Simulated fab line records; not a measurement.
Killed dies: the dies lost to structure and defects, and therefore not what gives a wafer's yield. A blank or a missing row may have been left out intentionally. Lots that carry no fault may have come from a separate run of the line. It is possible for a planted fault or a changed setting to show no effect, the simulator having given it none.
One fault seen from 3 desks    flow n5 finfet    each desk has only its own numbers; what lay behind them comes last

## FROM THE METROLOGY DESK
Means of the sampled wafers that have a number, per lot and without regard to the tool the lot ran on: this is what the gauges read. The brackets show how far a lot's mean lies from the usual mean; more than 4 standard deviations puts the lot out of limits, marked OUT. Only the readings that lie furthest out on some lot appear, 7 of the 12 it has.
Columns: A = cd nm at N5_BEOL_M4_CD_MEAS_28, usual 26.23 nm; B = V3_OVL at N5_BEOL_M4_OVL_MEAS_29, usual -0.1 nm; C = DIBL_N at N5_BEOL_M4_RC_MEAS_101, usual 36.2 mV/V; D = ION_N at N5_BEOL_M4_RC_MEAS_101, usual 675 uA/um; E = ION_P at N5_BEOL_M4_RC_MEAS_101, usual 463 uA/um; F = SS_N at N5_BEOL_M4_RC_MEAS_101, usual 71.6 mV/dec; G = VT_P at N5_BEOL_M4_RC_MEAS_101, usual -250 mV
lot   first seen here  A      B     C     D    E    F     G
L135  day 7 11:37      26.05  1.1   36.9  675  458  72.2  -250
L136  day 7 16:10      26.36  0.5   36.7  670  456  72.3  -252
L144  day 9 22:35      26.31  0.0   36.6  661  442  71.5  -256
L146  day 10 04:06     26.52  -0.5  37.6  690  474  71.9  -248
L154  day 12 13:33     26.12  0.1   34.0  670  471  71.1  -245
L156  day 12 17:14     26.01  -0.2  36.2  681  462  71.8  -252
Result from this desk: across the 6 lots, nothing is out of limits.

## THE TOOL OWNER'S DESK: ald sin-02
The tool's own readings at N5_BEOL_M4_ALD_98 (deposits SiO2, target thk 2.5 nm, pulse time 1 s, co reactant pulse time 1 s): means of the sampled wafers that have a number, for each lot that ran on this tool. The brackets show how far a lot's mean lies from the usual mean; more than 4 standard deviations puts the lot out of limits, marked OUT.
Columns: A = heater power w at N5_BEOL_M4_ALD_98, usual 80 W; B = precursor pulse height rel at N5_BEOL_M4_ALD_98, usual 1.001
lot   first seen here  A   B
L144  day 9 22:53      73  0.989
L146  day 10 04:22     80  1.005
Result from this desk: across the 2 lots, nothing is out of limits.

## THE DEFECT DESK
For each lot, the counts of the inspections along the route, averaged over the sampled wafers that have a number. The brackets show how far a lot's mean lies from the usual mean; more than 4 standard deviations puts the lot out of limits, marked OUT.
Columns: A = raw defect count at N5_BEOL_M4_INSPECT_30, usual 414
lot   first seen here  A
L135  day 7 11:43      397
L136  day 7 16:16      408
L144  day 9 22:40      513
L146  day 10 04:11     425
L154  day 12 13:38     328
L156  day 12 17:20     350
Result from this desk: across the 6 lots, nothing is out of limits.

## PUT TOGETHER
Nothing out of limits was seen by the metrology desk.
Nothing out of limits was seen by the tool owner's desk.
Nothing the defect desk looked at was out of limits.

## WHAT THE SIMULATOR PUT IN
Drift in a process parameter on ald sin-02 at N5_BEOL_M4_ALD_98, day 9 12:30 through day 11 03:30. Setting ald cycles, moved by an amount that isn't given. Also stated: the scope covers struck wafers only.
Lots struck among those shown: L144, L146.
